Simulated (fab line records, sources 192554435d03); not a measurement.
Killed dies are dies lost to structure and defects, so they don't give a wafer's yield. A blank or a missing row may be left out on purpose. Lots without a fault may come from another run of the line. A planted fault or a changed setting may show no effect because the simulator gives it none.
Split-lot experiment | flow n5_finfet | 7 lots, 21 wafers read, on a route of 1938 steps

THE SPLIT
At N5_BEOL_M11_ETCH_41 (etches SiCN in CH3F/O2, target depth 42.6 nm, time 86 s), the setting time_s was moved away from the recipe's 86 s on 5 of the 21 wafers read, by -11.7% to +18.8%. The other wafers ran this setting at the recipe's value.

The reading is taken at the split's own step.

THE READING
etch.depth_nm (the simulator's own value, which no gauge read), in nm, at N5_BEOL_M11_ETCH_41 (etches SiCN in CH3F/O2, target depth 42.6 nm, time 86 s). The file gives no usual value for it. The 16 wafers here that ran the recipe average 32.58 nm, standard deviation 0.39 nm.

wafer  | tool, chamber at the split | time_s as run, s | against the recipe | etch.depth_nm, nm | against lot-mates on the recipe
L075.2 | rie_diel-04, 1             | 86               | recipe             | 32.72             | -
L075.4 | rie_diel-04, 3             | 75.93            | -11.7%             | 29.04             | -3.43
L075.5 | rie_diel-04, 0             | 86               | recipe             | 32.22             | -
L077.1 | rie_diel-02, 3             | 86               | recipe             | 32.05             | -
L077.2 | rie_diel-02, 0             | 86               | recipe             | 31.91             | -
L077.3 | rie_diel-02, 1             | 102.2            | +18.8%             | 38.43             | +6.45
L083.2 | rie_diel-04, 3             | 86               | recipe             | 33.06             | -
L083.4 | rie_diel-04, 0             | 86               | recipe             | 32.44             | -
L083.5 | rie_diel-04, 0             | 86               | recipe             | 32.23             | -
L080.1 | rie_diel-05, 0             | 86               | recipe             | 32.44             | -
L080.3 | rie_diel-05, 1             | 86               | recipe             | 32.74             | -
L080.6 | rie_diel-05, 0             | 86               | recipe             | 32.37             | -
L085.3 | rie_diel-02, 1             | 94.9             | +10.3%             | 36.78             | +3.55
L085.5 | rie_diel-02, 1             | 86               | recipe             | 33.16             | -
L085.6 | rie_diel-02, 0             | 86               | recipe             | 33.31             | -
L090.2 | rie_diel-05, 2             | 86               | recipe             | 32.85             | -
L090.5 | rie_diel-05, 2             | 86               | recipe             | 32.89             | -
L090.6 | rie_diel-05, 1             | 86               | recipe             | 32.53             | -
L091.2 | rie_diel-02, 3             | 96.21            | +11.9%             | 36.24             | +3.87
L091.3 | rie_diel-02, 2             | 86               | recipe             | 32.37             | -
L091.4 | rie_diel-02, 0             | 96.21            | +11.9%             | 36.99             | +4.62

THE FIT
A straight line over all 21 wafers: etch.depth_nm changes by +0.328 nm for each +1% of time_s; r = +0.98; the points scatter about the line by 0.43 nm.
The same after taking each lot's own level away (the mean of its wafers on the recipe; 21 wafers): +0.337 nm for each +1%; r = +0.99; scatter 0.26 nm.
On that fit, the largest move of time_s shifts the reading by 6.3 nm.
The lots' own levels span 31.980 to 33.235 nm, that is 3.2 times the standard deviation above.
So the lot-to-lot level changes the slope little: the two slopes agree.
Check: with one of the wafers moved furthest among these (+18.8%) left out of the fit, the line predicts +6.37 nm for it against its lot-mates. It came out at +6.45 nm against them.

OTHER SPLITS ON THESE WAFERS
These wafers also went through other splits before the reading. Each is held against what the fit with the lots' levels taken away leaves over:
other split on the same wafers    | wafers away from the commonest value | r with etch.depth_nm (lot level and that fit taken away)
N5_BEOL_M11_EXPOSE_08 dose_mj     | 9                                    | -0.24
N5_BEOL_M11_TRENCH_ETCH_37 time_s | 6                                    | +0.14

THE FILE'S OWN FIT
etch.depth_nm changes by +0.336 nm for each +1% of time_s, r = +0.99.
